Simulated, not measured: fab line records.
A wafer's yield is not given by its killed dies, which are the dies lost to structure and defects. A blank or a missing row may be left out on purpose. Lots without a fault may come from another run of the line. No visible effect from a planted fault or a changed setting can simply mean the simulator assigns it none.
Matching of chambers | flow n5 finfet | rie diel-04 running N5_FIN_CUT_CUT_ETCH_27: 3 sister chambers
The step etches SiO2 in CHF3/O2, target depth 4 nm, overetch 2 nm, time 4.9 s. 6 wafers are shown with their chamber, then 6 later ones without.

== WAFERS PAIRED WITH THEIR CHAMBERS ==
wafer  | chamber | showerhead plenum p Torr (Torr) | throttle valve pct (%)
L086.2 | 1       | 2.51                            | 18.69
L086.3 | 0       | 2.40                            | 19.11
L091.5 | 2       | 2.38                            | 19.07
L091.6 | 1       | 2.51                            | 18.71
L095.3 | 2       | 2.38                            | 19.08
L095.4 | 0       | 2.39                            | 19.13

== WAFERS WITHOUT THEIR CHAMBER ==
wafer  | showerhead plenum p Torr (Torr) | throttle valve pct (%)
L095.6 | 2.51                            | 18.69
L096.1 | 2.38                            | 19.07
L096.4 | 2.51                            | 18.73
L096.5 | 2.51                            | 18.73
L097.3 | 2.51                            | 18.73
L097.5 | 2.39                            | 19.13

== EACH ONE'S CHAMBER ==
wafer  | from the rows above | in truth
L095.6 | 1                   | 1
L096.1 | 2                   | 2
L096.4 | 1                   | 1
L096.5 | 1                   | 1
L097.3 | 1                   | 1
L097.5 | 0                   | 0
Placed correctly: 6 of 6. Left unplaced by these rows: 0. 0 placed wrongly.
How it was worked out, from the rows above alone: a wafer's distance from a chamber is the root of the sum, over the readings, of the square of ((its reading less the chamber's mean) divided by the reading's scatter). The wafer belongs to the nearest chamber; if the next one is less than 2 further off, it can't be placed. For every chamber, the mean is computed from those of its wafers that are shown. How the scatter is found: for the shown wafers, subtract from each reading the mean of its chamber, square and add these, divide the total by (wafers less chambers), then take the root.
